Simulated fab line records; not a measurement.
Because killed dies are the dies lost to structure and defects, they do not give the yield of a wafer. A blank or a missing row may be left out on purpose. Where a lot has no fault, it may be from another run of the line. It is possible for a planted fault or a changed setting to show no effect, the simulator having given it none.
Which tool did it? :: flow nand_harc :: 6 lots with 18 wafers sampled at 5 steps, on a route of 1302 steps

## WHAT THE GAUGES SHOWED, per wafer
NHARC_END_SORT_01.
lot: L919
measured: day 26 21:58
on: prober-02
defect_limited_yield (%): 20 23 23

## TOOL THAT RAN EACH LOT (tool first, then ch and the chambers of the sampled wafers, then the start)
lot: L914
NHARC_P_M1_ECD_22: ecd_cu-01 ch 0,1, day 6 23:08
NHARC_THIN_TSV_DESCUM_14: rie_diel-07 ch 1,2, day 24 16:17
NHARC_THIN_TSV_ANNEAL_52: rtp_anneal-01 ch 0, day 24 20:13
NHARC_THIN_TSV_ETCH_36: rie_metal-02 ch 0,1, day 24 22:32

lot: L916
NHARC_P_M1_ECD_22: ecd_cu-02 ch 0,1, day 7 19:40
NHARC_THIN_TSV_DESCUM_14: rie_diel-09 ch 0,1, day 25 11:29
NHARC_THIN_TSV_ANNEAL_52: rtp_anneal-02 ch 0, day 25 15:26
NHARC_THIN_TSV_ETCH_36: rie_metal-03 ch 0,1, day 25 18:09

lot: L919
NHARC_P_M1_ECD_22: ecd_cu-01 ch 0,1, day 8 17:26
NHARC_THIN_TSV_DESCUM_14: rie_diel-09 ch 0,1, day 26 06:55
NHARC_THIN_TSV_ANNEAL_52: rtp_anneal-02 ch 0, day 26 10:55
NHARC_THIN_TSV_ETCH_36: rie_metal-01 ch 1, day 26 13:24

lot: L930
NHARC_P_M1_ECD_22: ecd_cu-02 ch 0,1, day 13 16:44
NHARC_THIN_TSV_DESCUM_14: rie_diel-07 ch 1,2,3, day 32 02:45
NHARC_THIN_TSV_ANNEAL_52: rtp_anneal-01 ch 0, day 32 06:37
NHARC_THIN_TSV_ETCH_36: rie_metal-03 ch 0,1, day 32 09:00

lot: L932
NHARC_P_M1_ECD_22: ecd_cu-01 ch 0,1, day 14 09:19
NHARC_THIN_TSV_DESCUM_14: rie_diel-09 ch 0,1,3, day 32 11:58
NHARC_THIN_TSV_ANNEAL_52: rtp_anneal-02 ch 0, day 32 15:50
NHARC_THIN_TSV_ETCH_36: rie_metal-01 ch 0,1, day 32 18:12

lot: L933
NHARC_P_M1_ECD_22: ecd_cu-02 ch 0,1, day 15 07:07
NHARC_THIN_TSV_DESCUM_14: rie_diel-05 ch 0,1,3, day 32 13:14
NHARC_THIN_TSV_ANNEAL_52: rtp_anneal-01 ch 0, day 32 17:05
NHARC_THIN_TSV_ETCH_36: rie_metal-03 ch 0,1, day 32 19:27
- NHARC_P_M1_ECD_22: material Cu, target thk 400 nm.
- NHARC_THIN_TSV_DESCUM_14: chemistry O2, time 3 s.
- NHARC_THIN_TSV_ANNEAL_52: time 90 s.
- NHARC_THIN_TSV_ETCH_36: etches the open film in Cl2/BCl3, target depth 65 nm, time 18.571 s.

## THE ANSWER, worked out from the rows above alone
Rule: the lots themselves supply what counts as usual. Put in order of their means at a reading, lots are off if they are a third of the lots or fewer, leave a main group of 4 or more, and stand apart from it by a gap of 3 or more times the standard deviation of the main group's means; of several such gaps the widest counts. The tables above print the reading to a certain number of digits; a main group whose means all agree to those digits is not used. A lot without any number at a reading at which 4 lots or more have one is off too. All remaining lots with rows at the step are treated as sound.
Across all readings shown, no lot is off: no conclusion can be drawn from this.

## WHAT WAS PUT IN BY THE SIMULATOR
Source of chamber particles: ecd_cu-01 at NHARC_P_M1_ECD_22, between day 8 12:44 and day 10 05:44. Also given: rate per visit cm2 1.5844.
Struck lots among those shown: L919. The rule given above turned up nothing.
